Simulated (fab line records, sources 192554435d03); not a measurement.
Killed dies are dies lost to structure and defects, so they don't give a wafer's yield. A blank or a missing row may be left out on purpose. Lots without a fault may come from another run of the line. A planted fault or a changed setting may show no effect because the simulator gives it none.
fab line records | flow n5_finfet
record lots=4 wafers=12 last_day=17
route steps=1938 shown STI_FIN_REVEAL@184 DUMMY_GATE@212 BEOL_M4@1111 PASSIVATION@1936
lots that met no fault: from a run of the same line without faults
start_h: hours from the record's first day to the start of the lot's first wafer shown | wait_h: hours since the lot's step before | " the same as in the row above | L1.1+2: a row that stands for several wafers | - no value, or no start given | * or withheld: withheld | < > ~ a bound
route shown NAME@n: a module of which the file shows steps, and the number in the route of the first | usual: mean/standard deviation of fault-free wafers | same: alike in all rows | chamber/n: place in a boat | sites: the reading at each site | _std_site: their standard deviation | _edge_site: outer sites' mean less inner sites' | radius_mm: how far each site lies from the wafer's centre | mask NAME#n: copy n | behind: the tool/chamber that last shaped the wafer | hold: why the lot was held/for how many hours/how that ended | device: the transistor (n, p or np) that didn't switch | end of line: the same wafers' tests at the end of the route | a step without rows: its recipe alone | killed: dies lost to structure and defects at the first sort, not the wafer's yield | map: a wafer's dies, x killed, . not, _ none there
set.NAME: the setting as run; set.NAME@STEP: as run at that earlier step | model.NAME: the simulator's own value behind a step, which no gauge read
lots at some steps of the route; a table a step, a row a wafer
## steps
# step N5_STI_FIN_REVEAL_ALD_14
# recipe material=Si3N4 target_thk_a=30 temp_c=400 ald_precursor_family=SiH2I2 ald_co_reactant=N2/H2-plasma pressure_torr=2
# step N5_STI_FIN_REVEAL_FCVD_FILL_01
# recipe material=SiO2_flowable target_thk_a=3120 temp_c=100 pressure_torr=0.8 rf_w=2000 time_s=512.2
# step N5_STI_FIN_REVEAL_DENSIFY_02
# recipe temp_c=650 ambient=steam time_s=1800 idle_temp_c=400 densification_p_h2o_torr=640
# step N5_STI_FIN_REVEAL_CMP_04
# recipe stop_on=Si3N4 t_overpolish_s=4 down_force_psi=2 platen_rpm=54.18 post_cmp_clean=alkaline_brush pad_velocity_m_s=1.078 target_thk_nm=131.83
# step N5_STI_FIN_REVEAL_DENSIFY_30
# recipe temp_c=* time_s=* ambient=N2 idle_temp_c=600 ramp_up_c_per_s=150 ramp_down_c_per_s=60 cool_to_c=600
# step N5_STI_FIN_REVEAL_ETCHBACK_08
# recipe chemistry=C4F6/O2 target=SiO2 target_depth_a=305 time_s=10.167 ion_energy_ev=250 pressure_mtorr=30 source_w=345 bias_w=185 Ar_flow_sccm=300 C4F6_flow_sccm=10 O2_flow_sccm=10
# step N5_STI_FIN_REVEAL_STRIP_24
# recipe chemistry=N2/H2 time_s=90 power_w=100 temp_c=40 pressure_mtorr=100 rf_frequency_hz=6e+07 bias_power_w=3 n2_flow_sccm=300 h2_flow_sccm=300
# step N5_STI_FIN_REVEAL_PRECLEAN_25
# recipe chemistry=SPM time_s=90 temp_c=120 mix=4:1
# step N5_STI_FIN_REVEAL_PRECLEAN_26
# recipe chemistry=SC1 time_s=45 temp_c=46 mix=1:2:100
# step N5_STI_FIN_REVEAL_PRECLEAN_29
# recipe chemistry=DHF time_s=30 temp_c=25 dilution=300:1
# step N5_STI_FIN_REVEAL_SRD_12
# recipe time_s=30 temp_c=23 rinse_liquid=diw dry=ipa_marangoni
# step N5_STI_FIN_REVEAL_RECESS_09
# recipe chemistry=HF/NH3 target=SiO2 afs_cycles=11 target_depth_a=425 temp_c=30 sublimation_temp_c=180 sublimation_time_s=60
# usual drypump_motor_current_A=5.42/0.29 foreline_p_Torr=0.1280/0.00045
# columns lot.wafer tool chamber start_h wait_h drypump_motor_current_A foreline_p_Torr
L667.1 vapor_etch-02 1 76.15 0.0 5.04 0.1279
L667.2 " 0 " " 5.46 0.1274
L667.6 " 1 77.21 1.1 5.05 0.1283
L668.3 vapor_etch-02 1 82.80 0.6 5.09 0.1280
L668.4 " 0 " " 5.46 0.1267
L668.6 " 1 " " 5.07 0.1279
L670.1 vapor_etch-02 1 94.31 0.0 5.07 0.1278
L670.4 " 1 " " 5.08 0.1279
L670.6 " 0 " " 5.49 0.1277
L682.1 vapor_etch-02 1 165.94 0.0 5.05 0.1282
L682.3 " 1 " " 5.09 0.1282
L682.5 " 0 " " 5.48 0.1288
# step N5_STI_FIN_REVEAL_STRIP_16
# recipe chemistry=H3PO4 material=SiNx temp_c=165 target_depth_a=238 overetch_fraction=0.4964 dry=ipa_marangoni
# step N5_STI_FIN_REVEAL_PRECLEAN_17
# recipe chemistry=NF3:NH3 afs_cycles=1 temp_c=30 time_s=20 sublimation_temp_c=180 sublimation_time_s=60 pressure_torr=3 rf_power_w=30
# step N5_STI_FIN_REVEAL_ETCH_34
# recipe chemistry=H2 mode=isotropic material=Si target=Si target_depth_a=9.7 temp_c=20 pressure_mtorr=4.5 icp_w=300 bias_w=0 h2_flow_sccm=7.5 he_flow_sccm=142.5
# step N5_STI_FIN_REVEAL_OXIDATION_31
# recipe chemistry=O2_PLASMA_REMOTE temp_c=150 time_s=20 pressure_mtorr=1000 source_power_w=2000 o2_flow_sccm=3000
# step N5_STI_FIN_REVEAL_PRECLEAN_32
# recipe chemistry=NF3:NH3 afs_cycles=1 temp_c=30 time_s=20 sublimation_temp_c=180 sublimation_time_s=60 pressure_torr=3 rf_power_w=30
# step N5_STI_FIN_REVEAL_STRIP_35
# recipe chemistry=H3PO4 material=Si3N4 temp_c=165 target_depth_a=40 time_s=39
# step N5_STI_FIN_REVEAL_SRD_21
# recipe dry=ipa_marangoni time_s=30 temp_c=23 rinse_liquid=diw
# step N5_STI_FIN_REVEAL_OXIDATION_33
# recipe chemistry=O2_PLASMA_REMOTE temp_c=150 time_s=20 pressure_mtorr=1000 source_power_w=2000 o2_flow_sccm=3000
# step N5_STI_FIN_REVEAL_CLEAN_19
# recipe chemistry=O3/DIW temp_c=25 time_s=120 o3_ppm=10
# step N5_STI_FIN_REVEAL_SRD_23
# recipe dry=ipa_marangoni time_s=30 temp_c=23 rinse_liquid=diw
# step N5_STI_FIN_REVEAL_PRECLEAN_18
# recipe chemistry=SC2 time_s=45 temp_c=35 mix=1:1:50
# step N5_STI_FIN_REVEAL_SRD_28
# recipe dry=ipa_marangoni time_s=30 temp_c=23 rinse_liquid=diw
# step N5_STI_FIN_REVEAL_INSPECT_13
# recipe inspect_instrument=darkfield mode=post_clean
# usual raw_defect_count=12/5.4
# columns lot.wafer tool chamber start_h wait_h raw_defect_count
L667.1 defect_inspect-02 - 78.94 0.0 12
L667.2 " - " " 7
L667.6 " - " " 6
L668.3 defect_inspect-01 - 85.05 0.0 13
L668.4 " - " " 519
L668.6 " - " " 12
L670.1 defect_inspect-02 - 97.09 0.0 11
L670.4 " - " " 10
L670.6 " - " " 520
L682.1 defect_inspect-02 - 168.72 0.0 33
L682.3 " - " " 28
L682.5 " - " " 21
# step N5_DUMMY_GATE_PRECLEAN_00
# recipe chemistry=O3/DIW time_s=60 temp_c=22 o3_ppm=10
# step N5_BEOL_M4_RC_MEAS_101
# usual DIBL_N=37.2/1.9 DIBL_P=37.3/2.2 IOFF_N=0.18/0.038 IOFF_P=0.22/0.039 ION_N=678/11 ION_P=462/6.9 SS_N=71.8/0.68 SS_P=73.5/0.65 VT_N=249/3.4 VT_P=-250/3.2
# columns lot.wafer tool chamber start_h wait_h DIBL_N[mV/V] DIBL_P[mV/V] IOFF_N[nA/um] IOFF_P[nA/um] ION_N[uA/um] ION_P[uA/um] SS_N[mV/dec] SS_P[mV/dec] VT_N[mV] VT_P[mV]
L667.1 prober-02 0 217.60 0.0 36.3 37.3 0.16 0.19 690 465 72.3 73.6 252 -254
L667.2 " 0 " " 35.8 36.1 0.13 0.18 660 456 71.4 72.8 253 -253
L667.6 " 0 " " 39.1 39.7 0.20 0.24 687 462 71.9 73.1 246 -250
L668.3 prober-02 0 220.42 0.3 38.1 40.7 0.21 0.23 690 467 71.2 74.4 244 -251
L668.4 " 0 " " 36.3 37.7 0.17 0.20 678 455 70.8 73.3 248 -253
L668.6 " 0 " " 35.6 37.8 0.17 0.18 676 455 71.8 73.6 246 -252
L670.1 prober-02 0 224.08 0.0 40.4 41.8 0.26 0.28 710 473 72.5 74.0 243 -248
L670.4 " 0 " " 36.6 35.4 0.16 0.18 669 450 71.6 72.8 251 -250
L670.6 " 0 " " 38.5 38.5 0.21 0.23 683 459 72.9 73.2 246 -251
L682.1 prober-01 0 301.21 0.0 34.1 35.6 0.13 0.16 672 451 70.8 72.7 253 -256
L682.3 " 0 " " 35.8 37.4 0.16 0.18 669 452 71.3 73.1 253 -253
L682.5 " 0 " " 35.9 37.0 0.15 0.17 664 452 72.4 72.8 252 -255
# step N5_PASSIVATION_PROBE_49
# usual defect_limited_yield=91.2/1.6 killed_at_M0_to_M3=31/10 killed_at_M4_up=14/4.4 killed_at_contacts=13/6 killed_at_front_end=43/13 killed_at_other=3.5/2.6 killed_dies=104/18 killed_on_rim=14/4.6 killed_open=68/14 killed_short=34/8.1 sort_bin_4_leakage=0.01/0.073 sort_bin_5_function=5.1/1.1 sort_bin_6_memory=3.3/0.68 sort_n_pass=1076/18 sort_yield_pct=91.2/1.6
# same gross_dies=1180 killed_at_back_side=0 sort_bin_8_speed[%]=0
# columns lot.wafer tool chamber start_h wait_h defect_limited_yield[%] killed_at_M0_to_M3 killed_at_M4_up killed_at_contacts killed_at_front_end killed_at_other killed_dies killed_on_rim killed_open killed_short sort_bin_4_leakage[%] sort_bin_5_function[%] sort_bin_6_memory[%] sort_n_pass sort_yield_pct[%]
L668.3 prober-02 - 317.54 0.1 90.6 42 17 16 34 2 111 19 73 35 0 5.5 3.6 1069 90.6
L668.4 prober-02 - 317.59 0.2 86.2 16 13 10 118 6 163 30 52 35 0 8.6 4.0 1017 86.2
L668.6 prober-02 - 317.69 0.3 90.3 32 8 20 53 1 114 11 70 43 0 5.3 3.9 1066 90.3
L667.1 prober-02 - 327.63 0.0 90.2 48 16 11 35 6 116 13 80 33 0 6.0 3.6 1064 90.2
L667.2 prober-02 - 327.68 0.1 89.2 40 21 11 51 5 128 26 93 35 0 5.2 5.5 1052 89.2
L667.6 prober-02 - 327.88 0.3 91.5 37 18 6 29 10 100 17 67 33 0 4.6 3.5 1080 91.5
L670.6 prober-02 - 331.08 0.3 84.9 17 19 7 128 7 178 30 61 42 0 9.7 3.7 1002 84.9
L682.1 prober-01 - 413.76 0.0 89.8 38 12 15 53 2 120 15 79 37 0 5.6 3.9 1060 89.8
L682.3 prober-01 - 413.86 0.1 85.9 31 19 10 101 5 166 26 115 47 0 8.2 5.1 1014 85.9
L682.5 prober-01 - 413.96 0.2 91.6 19 14 5 57 4 99 19 60 31 0 4.5 2.9 1081 91.6
# killed by level:class
L668.3 MOL_CONTACT_COAG:geometric_particle:open=16 BEOL_M2:geometric_particle:open=11 FIN_SAQP:geometric_particle:short=10 FIN_SAQP:geometric_particle:open=9 STI_FIN_REVEAL:geometric_particle:open=6 BEOL_M0_SAQP:geometric_particle:open=6 BEOL_M0:geometric_particle:open=5 BEOL_M5:geometric_particle:open=5
L668.4 STI_FIN_REVEAL:unspecified=76 MOL_CONTACT_COAG:geometric_particle:open=9 BEOL_M4:geometric_particle:open=9 FIN_SAQP:geometric_particle:short=8 FIN_SAQP:geometric_particle:open=7 STI_FIN_REVEAL:geometric_particle:open=6 STI_FIN_REVEAL:geometric_particle:short=4 STARTING-WAFER:geometric_particle:short=4
L668.6 MOL_CONTACT_COAG:geometric_particle:open=16 FIN_SAQP:geometric_particle:short=12 FIN_SAQP:geometric_particle:open=7 BEOL_M2:geometric_particle:open=7 DUMMY_GATE:geometric_particle:open=7 BEOL_M0_SAQP:geometric_particle:open=6 GATE_CUT:geometric_particle:short=5 BEOL_M1:geometric_particle:open=5
L667.1 BEOL_M3:geometric_particle:open=12 STI_FIN_REVEAL:geometric_particle:open=11 MOL_CONTACT_COAG:geometric_particle:open=9 BEOL_M4:geometric_particle:open=8 BEOL_M2:geometric_particle:open=8 BEOL_M0_SAQP:geometric_particle:open=7 BEOL_M0_SAQP:geometric_particle:short=7 FIN_SAQP:geometric_particle:open=6
L667.2 BEOL_M4:geometric_particle:open=15 FIN_SAQP:geometric_particle:short=12 MOL_CONTACT_COAG:geometric_particle:open=11 BEOL_M2:geometric_particle:open=9 FIN_SAQP:geometric_particle:open=8 BEOL_M0_SAQP:geometric_particle:open=8 ILD0:geometric_particle:open=7 BEOL_M1:geometric_particle:open=7
L667.6 BEOL_M0_SAQP:geometric_particle:open=12 FIN_SAQP:geometric_particle:open=11 BEOL_M4:geometric_particle:open=11 BEOL_M1:geometric_particle:open=9 FIN_SAQP:geometric_particle:short=7 BEOL_M0_SAQP:geometric_particle:short=7 MOL_CONTACT_COAG:geometric_particle:open=5 GATE_CUT:geometric_particle:short=3
L670.6 STI_FIN_REVEAL:unspecified=74 FIN_SAQP:geometric_particle:short=14 FIN_SAQP:geometric_particle:open=8 BEOL_M4:geometric_particle:open=8 STI_FIN_REVEAL:geometric_particle:open=7 GATE_CUT:geometric_particle:short=7 MOL_CONTACT_COAG:geometric_particle:open=7 BEOL_M0_SAQP:geometric_particle:short=7
L682.1 STI_FIN_REVEAL:geometric_particle:open=15 MOL_CONTACT_COAG:geometric_particle:open=11 FIN_SAQP:geometric_particle:open=9 FIN_SAQP:geometric_particle:short=8 BEOL_M3:geometric_particle:open=8 BEOL_M0:geometric_particle:open=7 BEOL_M2:geometric_particle:open=7 STI_FIN_REVEAL:geometric_particle:short=5
L682.3 STI_FIN_REVEAL:geometric_particle:open=28 FIN_SAQP:geometric_particle:open=15 BEOL_M2:geometric_particle:open=13 GATE_CUT:geometric_particle:short=12 FIN_SAQP:geometric_particle:short=11 STI_FIN_REVEAL:geometric_particle:short=11 DUMMY_GATE:geometric_particle:open=10 MOL_CONTACT_COAG:geometric_particle:open=10
L682.5 STI_FIN_REVEAL:geometric_particle:open=12 FIN_SAQP:geometric_particle:open=8 HKMG_FIN:area_etch=8 BEOL_M4:geometric_particle:open=7 FIN_SAQP:geometric_particle:short=6 BEOL_M2:geometric_particle:open=6 DUMMY_GATE:geometric_particle:open=5 BEOL_M1:geometric_particle:open=5
# map L668.4 (x killed, . not)
_________________............________________
______________...x.............._____________
___________x.............xx.....x..__________
__________..........x......x....x..._________
________.............x....xx.xx..x..xx_______
_______x..x............xx.......x.x.xxx______
______.............x..............xxxxxx_____
_____..........x...x.......x..x....xxxxxx____
____....................x.........xxxxxxxx___
___.........x...............xx....xxxxxxxxx__
___......................x.......xxxxxxxxxx__
__.....................x.........x..xxxxxxxx_
__.........x.x.........x.x...........xxxxxxx_
_x.................x................xxxxxxxxx
_......x...........x................xxx.x.xx.
_................x.x.................x..x....
_.x......x............................x......
_..x...............x....................x....
_........................x.....x........x...x
_x......................x.......x............
_.................................x...x......
__.........................x.....x.........._
__x...................x......x.............._
___........x................x........x.....__
___................x....x................x.__
____.xx..x..................x.......x.....___
_____........x.....x...........x......x..____
______...x.....x.......x......xx........_____
_______................................______
________.x.....................x......_______
__________.............x............_________
___________.....x..................__________
______________.................._____________
_________________.....x......________________
# map L670.6 (x killed, . not)
_________________.....x......________________
______________.xx.x..x......x..._____________
___________.............x.xx..x....__________
__________..x.............x........._________
________..........x.x.........x....xxx_______
_______....................x.x.x.xxx.xx______
______.....x...x....................xxxx_____
_____x..........xxx..x............xxxxxxx____
____........xx.....x............xxxxxxxxxx___
___............x...................xxxxxxxx__
___............x..x.........x......x.xxxxxx__
__.......................xxx.......xxxxxxxxx_
__.....x..........x..............x..xxxxxxxx_
_...x...............xxx...........x.xxxxxxxxx
_.x..........x..........xx........x.x...x.xx.
_......x....x.x.................x........x...
_.......x..x..........x..x.........x.x.....x.
_................x....................x....x.
_..x.............x.......................x...
_x......................x......x...........x.
_x.............x......x..........x...........
__....x.................x.............x....._
__....x.....................x....x......x..._
___...................x....................__
___...........xx..x.x......................__
____x.....x.....x.........................___
_____.................................xx.____
______..........x......................._____
_______.....x...........x..............______
________.......x.......x...x..x...x..._______
__________.......................x.._________
___________.x......................__________
______________........x....x...x_____________
_________________............________________
## key
first_sign step=N5_STI_FIN_REVEAL_INSPECT_13 reading=raw_defect_count direction=up sigmas=94 usual=12 struck=520
effect step=N5_PASSIVATION_PROBE_49 reading=killed_at_front_end direction=up sigmas=6.4 usual=43 struck=123
more_kills_born_at N5_STI_FIN_REVEAL_RECESS_09@vapor_etch-02=149
met_at N5_STI_FIN_REVEAL_RECESS_09
struck_wafers L668.4,L670.6
onset_between 76.15 82.80
fault kind=chamber_particle_source tool=vapor_etch-02 chamber=0 onset_h=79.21 steps=N5_STI_FIN_REVEAL_RECESS_09 rate_per_visit_cm2=0.79709 end_h=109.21
